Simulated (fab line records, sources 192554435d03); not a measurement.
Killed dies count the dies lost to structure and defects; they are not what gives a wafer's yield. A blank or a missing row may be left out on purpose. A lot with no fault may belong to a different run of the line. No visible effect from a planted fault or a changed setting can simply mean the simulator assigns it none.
Chamber matching || flow n5_finfet || 3 sister chambers for N5_BEOL_M7_PECVD_70 on pecvd-03
The step deposits SiO2 from TEOS/O2, target thk 20 nm, time 22.7 s. 6 wafers are shown with their chamber, then 9 later ones without.

## EACH WAFER AND ITS CHAMBER
{"wafer": "L089.1", "chamber": 2, "throttle_valve_pct (%)": 19.5, "showerhead_plenum_p_Torr (Torr)": 8.78}
{"wafer": "L089.5", "chamber": 0, "throttle_valve_pct (%)": 24.3, "showerhead_plenum_p_Torr (Torr)": 8.95}
{"wafer": "L089.6", "chamber": 1, "throttle_valve_pct (%)": 24.0, "showerhead_plenum_p_Torr (Torr)": 8.89}
{"wafer": "L088.1", "chamber": 1, "throttle_valve_pct (%)": 23.7, "showerhead_plenum_p_Torr (Torr)": 8.90}
{"wafer": "L088.3", "chamber": 2, "throttle_valve_pct (%)": 19.6, "showerhead_plenum_p_Torr (Torr)": 8.79}
{"wafer": "L088.5", "chamber": 0, "throttle_valve_pct (%)": 24.3, "showerhead_plenum_p_Torr (Torr)": 8.94}

## WAFERS WHOSE CHAMBER IS MISSING
{"wafer": "L091.2", "throttle_valve_pct (%)": 23.7, "showerhead_plenum_p_Torr (Torr)": 8.91}
{"wafer": "L091.3", "throttle_valve_pct (%)": 19.8, "showerhead_plenum_p_Torr (Torr)": 8.78}
{"wafer": "L091.4", "throttle_valve_pct (%)": 20.0, "showerhead_plenum_p_Torr (Torr)": 8.78}
{"wafer": "L097.1", "throttle_valve_pct (%)": 24.2, "showerhead_plenum_p_Torr (Torr)": 8.96}
{"wafer": "L097.3", "throttle_valve_pct (%)": 19.7, "showerhead_plenum_p_Torr (Torr)": 8.80}
{"wafer": "L097.6", "throttle_valve_pct (%)": 24.5, "showerhead_plenum_p_Torr (Torr)": 8.92}
{"wafer": "L095.2", "throttle_valve_pct (%)": 23.5, "showerhead_plenum_p_Torr (Torr)": 8.93}
{"wafer": "L095.3", "throttle_valve_pct (%)": 19.8, "showerhead_plenum_p_Torr (Torr)": 8.77}
{"wafer": "L095.6", "throttle_valve_pct (%)": 24.1, "showerhead_plenum_p_Torr (Torr)": 8.95}

## WHICH CHAMBER EACH WENT THROUGH
{"wafer": "L091.2", "from the rows above": 1, "in truth": 1}
{"wafer": "L091.3", "from the rows above": 2, "in truth": 2}
{"wafer": "L091.4", "from the rows above": 2, "in truth": 2}
{"wafer": "L097.1", "from the rows above": 0, "in truth": 0}
{"wafer": "L097.3", "from the rows above": 2, "in truth": 2}
{"wafer": "L097.6", "from the rows above": 0, "in truth": 0}
{"wafer": "L095.2", "from the rows above": "can't be placed: 1 or 0", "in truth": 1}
{"wafer": "L095.3", "from the rows above": 2, "in truth": 2}
{"wafer": "L095.6", "from the rows above": 0, "in truth": 0}
Correctly placed: 8 of 9. These rows do not allow placing 1 (true chamber among the candidates in 1). Wrongly placed: 0.
How it was worked out, from the rows above alone: a wafer's distance from a chamber is the root of the sum, over the readings, of the square of ((its reading less the chamber's mean) divided by the reading's scatter). If the next closest chamber is less than 2 further off than the closest, the wafer can't be placed; otherwise it belongs to the closest. The mean given for a chamber averages the wafers shown for that chamber. The scatter is the square root of a quotient: the sum, over the shown wafers, of each reading's squared deviation from its chamber's mean, divided by wafers minus chambers.
